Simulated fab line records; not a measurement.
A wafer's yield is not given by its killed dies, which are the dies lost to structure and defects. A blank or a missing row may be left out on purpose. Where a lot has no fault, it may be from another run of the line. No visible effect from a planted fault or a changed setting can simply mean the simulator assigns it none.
One fault seen from 2 desks | flow n5 finfet | every desk sees just its own numbers, and what lay behind them comes last

FROM THE METROLOGY DESK
What the gauges read, lot by lot, whatever tool the lot ran on: means of the sampled wafers that have a number. If a lot's mean is further than 4 standard deviations from the usual mean, the lot is out of limits and carries the mark OUT (the distance appears in the brackets). Shown here are 7 of its 12 readings, the ones lying furthest out on some lot.
Columns: A = DIBL_P at N5_BEOL_M4_RC_MEAS_101, usual 34.8 mV/V; B = IOFF_N at N5_BEOL_M4_RC_MEAS_101, usual 0.15 nA/um; C = IOFF_P at N5_BEOL_M4_RC_MEAS_101, usual 0.19 nA/um; D = ION_N at N5_BEOL_M4_RC_MEAS_101, usual 677 uA/um; E = ION_P at N5_BEOL_M4_RC_MEAS_101, usual 462 uA/um; F = SS_P at N5_BEOL_M4_RC_MEAS_101, usual 72.9 mV/dec; G = VT_P at N5_BEOL_M4_RC_MEAS_101, usual -251 mV
lot  | first seen here | A    | B    | C    | D   | E   | F    | G
L910 | day 8 05:20     | 31.6 | 0.13 | 0.19 | 678 | 473 | 72.6 | -250
L912 | day 8 08:13     | 34.0 | 0.13 | 0.17 | 680 | 463 | 72.1 | -255
L913 | day 8 17:03     | 34.9 | 0.19 | 0.20 | 680 | 461 | 73.5 | -249
L917 | day 9 20:47     | 34.7 | 0.16 | 0.21 | 670 | 464 | 72.7 | -248
L918 | day 10 06:25    | 36.4 | 0.15 | 0.19 | 674 | 458 | 73.1 | -253
L920 | day 10 18:24    | 32.9 | 0.12 | 0.16 | 664 | 456 | 72.0 | -254
L924 | day 11 08:02    | 37.0 | 0.17 | 0.21 | 674 | 466 | 73.2 | -252
L927 | day 12 07:29    | 35.1 | 0.14 | 0.18 | 677 | 461 | 72.9 | -252
L928 | day 12 12:19    | 38.2 | 0.20 | 0.24 | 696 | 472 | 73.1 | -248
L931 | day 13 20:37    | 34.5 | 0.14 | 0.22 | 679 | 471 | 72.6 | -245
Finding of this desk: none of the 10 lots has anything out of limits.

TOOL OWNER'S DESK, pecvd-02
The tool's own readings at N5_BEOL_M4_ILD_DEP_00 (deposits SiOC from DEMS/O2, target thk 79 nm, time 15.3 s): means of the sampled wafers that have a number, for each lot that ran on this tool. If a lot's mean is further than 4 standard deviations from the usual mean, the lot is out of limits and carries the mark OUT (the distance appears in the brackets).
Columns: A = chamber pressure Torr at N5_BEOL_M4_ILD_DEP_00, usual 4.999 Torr; B = heater power w at N5_BEOL_M4_ILD_DEP_00, usual 491 W; C = showerhead plenum p Torr at N5_BEOL_M4_ILD_DEP_00, usual 5.694 Torr; D = susceptor temp C at N5_BEOL_M4_ILD_DEP_00, usual 350.00 C; E = throttle valve pct at N5_BEOL_M4_ILD_DEP_00, usual 11.9 %
lot  | first seen here | A     | B   | C     | D                 | E
L910 | day 8 05:24     | 4.993 | 446 | 5.707 | 349.95            | 12.8
L913 | day 8 17:07     | 5.004 | 444 | 5.710 | 349.89            | 12.1
L918 | day 10 06:28    | 5.005 | 465 | 5.704 | 350.00            | 12.0
L920 | day 10 18:28    | 4.993 | 481 | 5.711 | 348.15 (-8.4) OUT | 12.4
This desk's finding: out of limits on L920; first on L920, day 10 18:28 (susceptor temp C at N5_BEOL_M4_ILD_DEP_00). L910, L913, L918: within limits.

TAKEN TOGETHER
An alarm could have come from the tool owner's desk at day 10 18:28, on L920.
Nothing out of limits was seen by the metrology desk.
The metrology desk has L920 on record, within its limits.
Every lot named ran N5_BEOL_M4_ILD_DEP_00 on pecvd-02.

WHAT HAD BEEN PUT IN BY THE SIMULATOR
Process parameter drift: pecvd-02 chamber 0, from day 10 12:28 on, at N5_BEOL_M4_ILD_DEP_00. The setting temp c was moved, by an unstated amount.
Struck lots among those shown: L920.
Delay in hours, fault start to first out-of-limits reading, by desk: the tool owner's desk at 6.
